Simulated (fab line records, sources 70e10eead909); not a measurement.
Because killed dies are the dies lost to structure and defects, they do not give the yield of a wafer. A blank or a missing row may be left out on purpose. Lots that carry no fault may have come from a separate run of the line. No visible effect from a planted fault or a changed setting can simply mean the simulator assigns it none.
Chamber matching    flow nand-harc    NHARC_A_CHANNEL_FILL_D2_ALD_14 on ald-hk-01 has 4 sister chambers
The step deposits SiO2, target thk 2.5 nm, pulse time 10 s, ald cycles 25. 8 wafers are shown with their chamber, then 11 later ones without.

== EACH WAFER AND ITS CHAMBER ==
wafer   chamber  heater-power-w (W)  susceptor-temp-C (C)
L077.1  2        454                 300.09
L089.1  2        482                 300.14
L088.3  3        537                 299.95
L088.4  1        474                 299.98
L090.1  0        482                 299.70
L090.3  1        463                 299.88
L090.4  3        536                 299.97
L093.1  0        468                 299.87

== WAFERS WITHOUT THEIR CHAMBER ==
wafer   heater-power-w (W)  susceptor-temp-C (C)
L093.4  463                 300.17
L093.6  508                 300.04
L092.1  473                 300.26
L092.2  453                 300.03
L092.5  458                 299.83
L096.2  472                 299.93
L096.3  470                 299.70
L096.4  471                 300.30
L097.1  505                 299.96
L097.3  487                 299.87
L097.6  474                 300.02

== THE CHAMBER EACH PASSED THROUGH ==
wafer    from the rows above                 in truth
L093.4   2                                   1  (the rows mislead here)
L093.6   can't be placed: 3 or 2 or 1 or 0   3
L092.1   2                                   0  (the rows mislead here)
L092.2   can't be placed: 2 or 1             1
L092.5   can't be placed: 0 or 1             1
L096.2   can't be placed: 1 or 0             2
L096.3   can't be placed: 0 or 1             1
L096.4   2                                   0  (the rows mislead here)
L097.1   can't be placed: 3 or 1 or 0 or 2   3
L097.3   can't be placed: 0 or 1             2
L097.6   can't be placed: 1 or 2 or 0        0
Placed correctly: 0 of 11. From these rows, 8 cannot be placed; in 6 the true chamber is one of the candidates. 3 placed wrongly.
How it was worked out, from the rows above alone: a wafer's distance from a chamber is the root of the sum, over the readings, of the square of ((its reading less the chamber's mean) divided by the reading's scatter). If the next closest chamber is less than 2 further off than the closest, the wafer can't be placed; otherwise it belongs to the closest. The mean given for a chamber averages the wafers shown for that chamber. How the scatter is found: for the shown wafers, subtract from each reading the mean of its chamber, square and add these, divide the total by (wafers less chambers), then take the root.
